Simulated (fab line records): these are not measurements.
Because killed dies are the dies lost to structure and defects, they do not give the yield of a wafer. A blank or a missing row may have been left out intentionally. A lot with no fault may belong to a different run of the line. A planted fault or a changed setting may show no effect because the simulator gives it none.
The tool behind it: which one? + flow n5_finfet + 11 lots, 33 wafers sampled, at 3 steps of a route of 1938

== WHAT THE GAUGES READ, wafer by wafer ==
N5_PASSIVATION_CD_MEAS_10: target cd 3000 nm.
| lot  | measured     | on        | cd_nm (nm)           |
|------|--------------|-----------|----------------------|
| L548 | day 12 19:10 | cd_sem-02 | 3000.7 2996.4 2998.9 |
| L549 | day 12 22:34 | cd_sem-03 | 2999.1 2999.5 2998.3 |
| L552 | day 13 22:38 | cd_sem-02 | 3002.1 3001.1 3001.2 |
| L554 | day 13 23:33 | cd_sem-02 | 3002.8 3000.8 3000.8 |
| L553 | day 13 22:48 | cd_sem-03 | 2999.8 3003.1 2998.5 |
| L555 | day 14 09:32 | cd_sem-01 | 3000.7 2999.4 3000.2 |
| L558 | day 15 15:45 | cd_sem-01 | 3004.6 3001.4 3002.4 |
| L561 | day 16 09:09 | cd_sem-03 | 2999.2 2999.5 2997.3 |
| L563 | day 16 00:01 | cd_sem-03 | 3001.1 2999.7 2999.0 |
| L565 | day 17 21:30 | cd_sem-03 | 2998.1 2998.2 2998.2 |
| L571 | day 18 22:30 | cd_sem-01 | 3001.2 2997.8 3001.0 |

== TOOL THAT RAN EACH LOT (tool first, then ch and the chambers of the sampled wafers, then the start) ==
| lot  | N5_BEOL_M8_ETCH_41                 | N5_PASSIVATION_PECVD_55         |
|------|------------------------------------|---------------------------------|
| L548 | rie_diel-01 ch 1,2,3, day 10 01:38 | pecvd-03 ch 0,1,2, day 12 15:13 |
| L549 | rie_diel-03 ch 0,1,3, day 10 12:52 | pecvd-01 ch 0,2, day 12 22:02   |
| L552 | rie_diel-01 ch 0,3, day 11 03:20   | pecvd-03 ch 1,2, day 13 22:14   |
| L554 | rie_diel-03 ch 0,1,3, day 11 07:14 | pecvd-01 ch 1,2, day 13 22:18   |
| L553 | rie_diel-03 ch 0,1,2, day 11 10:43 | pecvd-03 ch 0,1,2, day 13 22:20 |
| L555 | rie_diel-03 ch 1,3, day 11 21:43   | pecvd-01 ch 0,1, day 14 07:30   |
| L558 | rie_diel-03 ch 1,2, day 13 00:52   | pecvd-04 ch 0,2, day 15 15:07   |
| L561 | rie_diel-03 ch 0,2,3, day 13 09:25 | pecvd-04 ch 0,1,2, day 16 07:07 |
| L563 | rie_diel-01 ch 1,3, day 13 14:24   | pecvd-04 ch 0,1, day 15 22:01   |
| L565 | rie_diel-01 ch 0,1,3, day 14 13:05 | pecvd-04 ch 0,2, day 17 20:55   |
| L571 | rie_diel-04 ch 0,3, day 15 17:50   | pecvd-04 ch 0,1,2, day 18 21:22 |
- N5_BEOL_M8_ETCH_41: etches SiCN in CH3F/O2, target depth 31.9 nm, time 57.8 s.
- N5_PASSIVATION_PECVD_55: deposits SiO2 from SiH4/N2O, target thk 400 nm, time 22.5 s.

== THE ANSWER, worked out from the rows above alone ==
Rule: the usual values come from the lots themselves. Put in order of their means at a reading, lots are off if they are a third of the lots or fewer, leave a main group of 4 or more, and stand apart from it by a gap of 3 or more times the standard deviation of the main group's means; of several such gaps the widest counts. A main group is skipped when, at the precision printed for the reading in the tables above, its means are all equal. A lot without any number at a reading at which 4 lots or more have one is off too. The other lots that the step has rows for count as sound.
None of the lots is off at any reading shown; this tells nothing.

== WHAT THE SIMULATOR HAD PUT IN ==
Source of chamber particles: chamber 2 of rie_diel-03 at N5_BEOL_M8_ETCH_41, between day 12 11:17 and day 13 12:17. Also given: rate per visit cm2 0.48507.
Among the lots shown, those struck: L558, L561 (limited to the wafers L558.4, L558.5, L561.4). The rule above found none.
